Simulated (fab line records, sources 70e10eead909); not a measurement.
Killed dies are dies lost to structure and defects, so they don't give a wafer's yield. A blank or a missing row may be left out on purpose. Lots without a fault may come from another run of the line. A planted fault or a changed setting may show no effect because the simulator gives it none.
Which tool did it? | flow nand_harc | 11 lots, 33 wafers sampled, at 3 steps of a route of 1302

WHAT THE GAUGES READ, wafer by wafer
NHARC_P_ZERO_WELL_CD_MEAS_37: target cd 720 nm.
lot  | measured     | on        | cd_nm (nm)
L476 | day 2 10:14  | cd_sem-03 | 719.3 719.2 717.8
L478 | day 3 09:20  | cd_sem-01 | 721.1 721.8 721.6
L481 | day 4 12:14  | cd_sem-03 | 721.2 720.0 717.6
L482 | day 4 22:29  | cd_sem-01 | 720.7 718.7 718.9
L483 | day 5 08:11  | cd_sem-01 | 722.2 721.9 722.0
L484 | day 5 18:08  | cd_sem-01 | 719.5 720.3 721.4
L485 | day 6 04:18  | cd_sem-03 | 719.2 719.5 722.3
L486 | day 6 14:01  | cd_sem-01 | 717.8 716.7 718.8
L487 | day 7 00:07  | cd_sem-01 | 718.2 718.1 717.2
L488 | day 7 10:08  | cd_sem-03 | 739.0 739.0 740.6 738.7 739.0 740.3
L498 | day 11 14:08 | cd_sem-02 | 718.8 718.1 719.1

WHICH TOOL RAN EACH LOT (tool, then ch and the chambers of the sampled wafers, then the start)
lot  | NHARC_P_ZERO_WELL_DESCUM_13       | NHARC_P_ZERO_WELL_EXPOSE_34
L476 | rie_diel-10 ch 0,2,3, day 2 07:32 | krf_scanner-01 ch 0, day 2 10:04
L478 | rie_diel-07 ch 2,3, day 3 03:23   | krf_scanner-01 ch 0, day 3 09:10
L481 | rie_diel-07 ch 0,1, day 4 09:25   | krf_scanner-01 ch 0, day 4 12:05
L482 | rie_diel-10 ch 0,1,3, day 4 19:40 | krf_scanner-04 ch 0, day 4 22:20
L483 | rie_diel-10 ch 0,1,3, day 5 05:20 | krf_scanner-01 ch 0, day 5 08:02
L484 | rie_diel-10 ch 0,1,3, day 5 15:26 | krf_scanner-02 ch 0, day 5 17:59
L485 | rie_diel-10 ch 0,1,3, day 6 01:24 | krf_scanner-04 ch 0, day 6 04:09
L486 | rie_diel-04 ch 0,1,3, day 6 11:17 | krf_scanner-02 ch 0, day 6 13:52
L487 | rie_diel-04 ch 1,2, day 6 21:23   | krf_scanner-02 ch 0, day 6 23:58
L488 | rie_diel-10 ch 0,1,2, day 7 07:17 | krf_scanner-01 ch 0, day 7 09:58
L498 | rie_diel-04 ch 0,2, day 11 11:16  | krf_scanner-01 ch 0, day 11 13:59
- NHARC_P_ZERO_WELL_DESCUM_13: chemistry O2, time 3 s.
- NHARC_P_ZERO_WELL_EXPOSE_34: exposes mask P PWELL, target cd 720 nm.

THE ANSWER, worked out from the rows above alone
Rule: what is usual is taken from the lots themselves. Put in order of their means at a reading, lots are off if they are a third of the lots or fewer, leave a main group of 4 or more, and stand apart from it by a gap of 3 or more times the standard deviation of the main group's means; of several such gaps the widest counts. A main group whose means are all the same, to the digits that the tables above print for the reading, isn't used. A lot without any number at a reading at which 4 lots or more have one is off too. The other lots that the step has rows for count as sound.
Off: L488, at NHARC_P_ZERO_WELL_CD_MEAS_37 (cd_nm). The main group: mean 719.6 nm, standard deviation 1.4.
A tool fits if, at a process step before that reading, it ran every lot that is off, and no sound lot after the first of them. The gauges at NHARC_P_ZERO_WELL_CD_MEAS_37 are tried like those tools. Can't be told from this: 2 tools fit, rie_diel-10 at NHARC_P_ZERO_WELL_DESCUM_13, cd_sem-03 at NHARC_P_ZERO_WELL_CD_MEAS_37.

WHAT THE SIMULATOR HAD PUT IN
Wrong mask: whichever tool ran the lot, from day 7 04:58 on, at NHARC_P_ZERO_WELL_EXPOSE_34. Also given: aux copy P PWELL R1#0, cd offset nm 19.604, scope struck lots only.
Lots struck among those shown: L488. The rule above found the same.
